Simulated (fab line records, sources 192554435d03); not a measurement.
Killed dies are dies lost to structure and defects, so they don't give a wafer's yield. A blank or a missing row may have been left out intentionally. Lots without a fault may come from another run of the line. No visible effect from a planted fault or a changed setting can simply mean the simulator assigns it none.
Chamber matching    flow n5 finfet    rie diel-02 running N5_BEOL_M12_ETCH_38: 4 sister chambers
The step etches SiCN in CF4/N2, target depth 68.7 nm, time 73.4 s. 14 wafers are shown with their chamber, then 7 later ones without.

## WAFERS WITH THEIR CHAMBER
wafer   chamber  drypump motor current A (A)  showerhead plenum p Torr (Torr)  throttle valve pct (%)
L076.1  3        5.1                          2.28                             15.94
L076.4  2        5.3                          2.09                             15.98
L076.6  3        5.1                          2.28                             15.92
L079.2  0        6.1                          2.11                             15.49
L079.3  3        5.1                          2.28                             15.95
L079.5  1        5.2                          2.20                             15.54
L081.1  2        5.3                          2.09                             16.00
L081.2  3        5.1                          2.28                             15.94
L081.6  1        5.2                          2.20                             15.53
L089.1  2        5.3                          2.09                             16.04
L089.4  3        5.1                          2.27                             15.98
L089.6  0        6.2                          2.10                             15.52
L090.3  3        5.1                          2.27                             15.97
L090.4  1        5.2                          2.19                             15.58

SIGNATURES, as means of the wafers listed above
reading                   chamber 0  chamber 1  chamber 2  chamber 3  scatter within a chamber
drypump motor current A   6.150      5.200      5.300      5.100      0.0224
showerhead plenum p Torr  2.1050     2.1967     2.0900     2.2767     0.005
throttle valve pct        15.5050    15.5500    16.0067    15.9500    0.0247
Rule: for a wafer and a chamber, the distance is found by dividing, reading by reading, the gap between the wafer's reading and the chamber's mean by the reading's scatter, squaring, summing and taking the root. If the next closest chamber is less than 2 further off than the closest, the wafer can't be placed; otherwise it belongs to the closest. The scatter: take each reading less its chamber's mean, square it, sum over the shown wafers, divide by the number of wafers less the number of chambers, and take the root.

## WAFERS MISSING THEIR CHAMBER
wafer   drypump motor current A (A)  showerhead plenum p Torr (Torr)  throttle valve pct (%)
L090.6  6.2                          2.10                             15.53
L092.3  6.1                          2.10                             15.51
L092.5  5.1                          2.27                             15.99
L092.6  6.1                          2.10                             15.54
L097.3  5.3                          2.35                             15.59
L097.4  5.1                          2.26                             15.48
L097.5  5.3                          2.35                             15.58

## CHAMBER TAKEN BY EACH
wafer    from the rows above   in truth
L090.6   0                     0
L092.3   0                     0
L092.5   3                     3
L092.6   0                     0
L097.3   3                     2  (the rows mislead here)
L097.4   1                     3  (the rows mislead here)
L097.5   3                     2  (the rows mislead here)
Placed correctly: 4 of 7. Not placeable from these rows: 0. 3 placed wrongly.
